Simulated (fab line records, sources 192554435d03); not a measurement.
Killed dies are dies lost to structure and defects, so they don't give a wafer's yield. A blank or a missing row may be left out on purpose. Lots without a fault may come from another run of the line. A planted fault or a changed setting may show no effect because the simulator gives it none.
Split-lot experiment | flow n5_finfet | 7 lots, 21 wafers read, on a route of 1938 steps

THE SPLIT
At N5_BEOL_M14_EXPOSE_25 (exposes mask M14, target cd 280 nm), the setting dose_mj was moved away from the recipe's 26.6 on 7 of the 21 wafers read, by -6.6% to +5.9%. The other wafers ran this setting at the recipe's value.

FROM THE SPLIT TO THE READING: what the file shows between them, 3 steps
- N5_BEOL_M14_PEB_26: peb time 90 s
- N5_BEOL_M14_DEVELOP_27: develop time 45 s
- N5_BEOL_M14_HARDBAKE_32: time 120 s

THE READING
cd_nm, in nm, at N5_BEOL_M14_CD_MEAS_28 (target cd 284.4 nm). Fault-free wafers of this fab line usually give 285.2 nm, standard deviation 1.9 nm.

wafer  | tool, chamber at the split | dose_mj as run | against the recipe | cd_nm, nm | against lot-mates on the recipe
L078.2 | krf_scanner-02, 0          | 26.6           | recipe             | 284.7     | -
L078.5 | krf_scanner-02, 0          | 26.6           | recipe             | 285.0     | -
L078.6 | krf_scanner-02, 0          | 26.6           | recipe             | 283.7     | -
L081.1 | krf_scanner-02, 0          | 26.6           | recipe             | 285.6     | -
L081.3 | krf_scanner-02, 0          | 26.6           | recipe             | 287.2     | -
L081.4 | krf_scanner-02, 0          | 28.02          | +5.3%              | 297.0     | +10.6
L080.2 | krf_scanner-01, 0          | 25.75          | -3.2%              | 279.0     | -5.8
L080.4 | krf_scanner-01, 0          | 26.6           | recipe             | 283.8     | -
L080.5 | krf_scanner-01, 0          | 26.6           | recipe             | 285.7     | -
L082.1 | krf_scanner-01, 0          | 26.6           | recipe             | 283.7     | -
L082.3 | krf_scanner-01, 0          | 25.85          | -2.8%              | 280.9     | -4.6
L082.4 | krf_scanner-01, 0          | 26.6           | recipe             | 287.2     | -
L084.1 | krf_scanner-02, 0          | 26.6           | recipe             | 282.5     | -
L084.2 | krf_scanner-02, 0          | 28.17          | +5.9%              | 292.7     | +10.2
L084.5 | krf_scanner-02, 0          | 28.17          | +5.9%              | 294.4     | +11.9
L093.3 | krf_scanner-01, 0          | 24.85          | -6.6%              | 275.7     | -11.6
L093.4 | krf_scanner-01, 0          | 26.6           | recipe             | 287.3     | -
L093.5 | krf_scanner-01, 0          | 24.85          | -6.6%              | 276.2     | -11.1
L094.2 | krf_scanner-02, 0          | 26.6           | recipe             | 284.7     | -
L094.3 | krf_scanner-02, 0          | 26.6           | recipe             | 285.1     | -
L094.4 | krf_scanner-02, 0          | 26.6           | recipe             | 283.4     | -

THE FIT
A straight line over all 21 wafers: cd_nm changes by +1.55 nm for each +1% of dose_mj; r = +0.95; the points scatter about the line by 1.6 nm.
The same after taking each lot's own level away (the mean of its wafers on the recipe; 21 wafers): +1.81 nm for each +1%; r = +0.99; scatter 0.88 nm.
On that fit, the largest move of dose_mj shifts the reading by 12 nm.
The lots' own levels span 282.50 to 287.30 nm, that is 2.5 times the standard deviation above.
So the lot-to-lot level changes the slope: the two fits differ.
Check: with one of the wafers moved furthest among these (-6.6%) left out of the fit, the line predicts -11.8 nm for it against its lot-mates. It came out at -11.6 nm against them.

OTHER SPLITS ON THESE WAFERS
These wafers also went through other splits before the reading. Each is held against what the fit with the lots' levels taken away leaves over:
other split on the same wafers | wafers away from the commonest value | r with cd_nm (lot level and that fit taken away)
N5_BEOL_M8_DESCUM_16 time_s    | 8                                    | +0.26
N5_BEOL_M8_COAT_22 spin_rpm    | 4                                    | -0.27
N5_BEOL_M9_ETCH_66 time_s      | 7                                    | +0.12
N5_BEOL_M10_EXPOSE_08 dose_mj  | 3                                    | +0.09
N5_BEOL_M14_COAT_22 spin_rpm   | 6                                    | +0.16

THE WHOLE CHAIN: every reading that the file lists as answering this split, in the file's order
step                   | what it does                    | reading                                                         | change (the file's fit)              | r (the file's)
N5_BEOL_M14_CD_MEAS_28 | target cd 284.4 nm              | cd_nm                                                           | +1.83 nm for each +1% of the setting | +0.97
N5_BEOL_M14_DESCUM_33  | chemistry O2, time 7.9 s        | BEOL_M14.cd_nm (the simulator's own value, which no gauge read) | +1.89 nm for each +1% of the setting | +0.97
N5_BEOL_M14_ETCH_68    | etches SOC in N2/H2, time 450 s | BEOL_M14.cd_nm (the simulator's own value, which no gauge read) | +1.71 nm for each +1% of the setting | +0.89

THE FILE'S OWN FIT
cd_nm changes by +1.83 nm for each +1% of dose_mj, r = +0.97.
